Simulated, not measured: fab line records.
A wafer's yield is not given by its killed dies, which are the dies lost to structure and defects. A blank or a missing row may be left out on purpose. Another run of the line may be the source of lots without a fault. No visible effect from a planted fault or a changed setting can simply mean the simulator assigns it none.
Lot-split experiment | flow n5Finfet | 21 wafers read across 7 lots, on a route 1938 steps long

## SPLIT DETAILS
At N5_BEOL_M12_PEB_08 (peb time 90 s), the setting pebTempC was moved away from the recipe's 130 C on 8 of the 21 wafers read, by -2.6% to +2.6%. All remaining wafers had this setting at the recipe value.

## FROM THE SPLIT TO THE READING: what the file shows between them, 5 steps
- N5_BEOL_M12_DEVELOP_09: develop time 45 s
- N5_BEOL_M12_HARDBAKE_14: time 120 s
- N5_BEOL_M12_CD_MEAS_10: target cd 140 nm
- N5_BEOL_M12_STRIP_71: strips in post etch residue remover, time 60 s
- N5_BEOL_M12_SRD_72: time 30 s, dry time 30 s

## THE READING
cdNm at N5_BEOL_M12_CD_MEAS_17, given in nm (cd target 140 nm). A value of 139.5 nm with a standard deviation of 2.3 nm is what fault-free wafers of this fab line usually give.

wafer  | tool, chamber at the split | pebTempC as run, C | against the recipe | cdNm, nm | against lot-mates on the recipe
L077.4 | lithoTrack-05, 0           | 130                | recipe             | 144.1    | -
L077.5 | lithoTrack-05, 0           | 130                | recipe             | 141.0    | -
L077.6 | lithoTrack-05, 0           | 130                | recipe             | 140.3    | -
L081.1 | lithoTrack-04, 0           | 130                | recipe             | 141.9    | -
L081.5 | lithoTrack-04, 0           | 133.4              | +2.6%              | 149.3    | +7.4
L081.6 | lithoTrack-04, 0           | 133.4              | +2.6%              | 147.3    | +5.4
L083.3 | lithoTrack-04, 0           | 129                | -0.8%              | 132.9    | -6.3
L083.4 | lithoTrack-04, 0           | 130                | recipe             | 139.2    | -
L083.6 | lithoTrack-04, 0           | 129                | -0.8%              | 136.6    | -2.6
L084.4 | lithoTrack-04, 0           | 130                | recipe             | 137.5    | -
L084.5 | lithoTrack-04, 0           | 130                | recipe             | 138.4    | -
L084.6 | lithoTrack-04, 0           | 130                | recipe             | 137.2    | -
L088.2 | lithoTrack-04, 0           | 132                | +1.5%              | 142.0    | +2.0
L088.5 | lithoTrack-04, 0           | 130                | recipe             | 140.0    | -
L088.6 | lithoTrack-04, 0           | 132                | +1.5%              | 143.4    | +3.4
L093.2 | lithoTrack-03, 0           | 126.6              | -2.6%              | 127.1    | -12.9
L093.3 | lithoTrack-03, 0           | 130                | recipe             | 140.0    | -
L093.5 | lithoTrack-03, 0           | 126.6              | -2.6%              | 126.4    | -13.6
L097.2 | lithoTrack-04, 0           | 130                | recipe             | 141.9    | -
L097.4 | lithoTrack-04, 0           | 130                | recipe             | 139.8    | -
L097.5 | lithoTrack-04, 0           | 130                | recipe             | 139.3    | -

THE FIT
A straight line over all 21 wafers: cdNm changes by +3.92 nm for each +1% of pebTempC; r = +0.92; the points scatter about the line by 2.2 nm.
The same after taking each lot's own level away (the mean of its wafers on the recipe; 21 wafers): +3.59 nm for each +1%; r = +0.93; scatter 1.9 nm.
Per that fit: largest pebTempC move, reading shift of 9.4 nm.
Measured against the standard deviation above, the lots' own levels, which go from 137.70 to 141.90 nm, span 1.8 times it.
Consequently the slope shifts little with the lot-to-lot level, the two slopes agreeing.
Check: with one of the wafers moved furthest among these (+2.6%) left out of the fit, the line predicts +8.61 nm for it against its lot-mates. Against them it came out at +7.4 nm.

## THESE WAFERS: OTHER SPLITS
Note: prior to the reading, these wafers also went through further splits. Each is held against what the fit with the lots' levels taken away leaves over:
other split on the same wafers | wafers away from the commonest value | r with cdNm (lot level and that fit taken away)
N5_BEOL_M11_DEP_56 timeS       | 9                                    | -0.12

## THE WHOLE CHAIN: every reading that the file lists as answering this split, in the file's order
step                   | what it does     | reading | change (the file's fit)              | r (the file's)
N5_BEOL_M12_CD_MEAS_10 | target cd 140 nm | cdNm    | +3.6 nm for each +1% of the setting  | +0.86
N5_BEOL_M12_CD_MEAS_17 | target cd 140 nm | cdNm    | +3.55 nm for each +1% of the setting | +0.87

## FILE'S OWN FIT
cdNm changes by +3.55 nm for each +1% of pebTempC, r = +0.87.
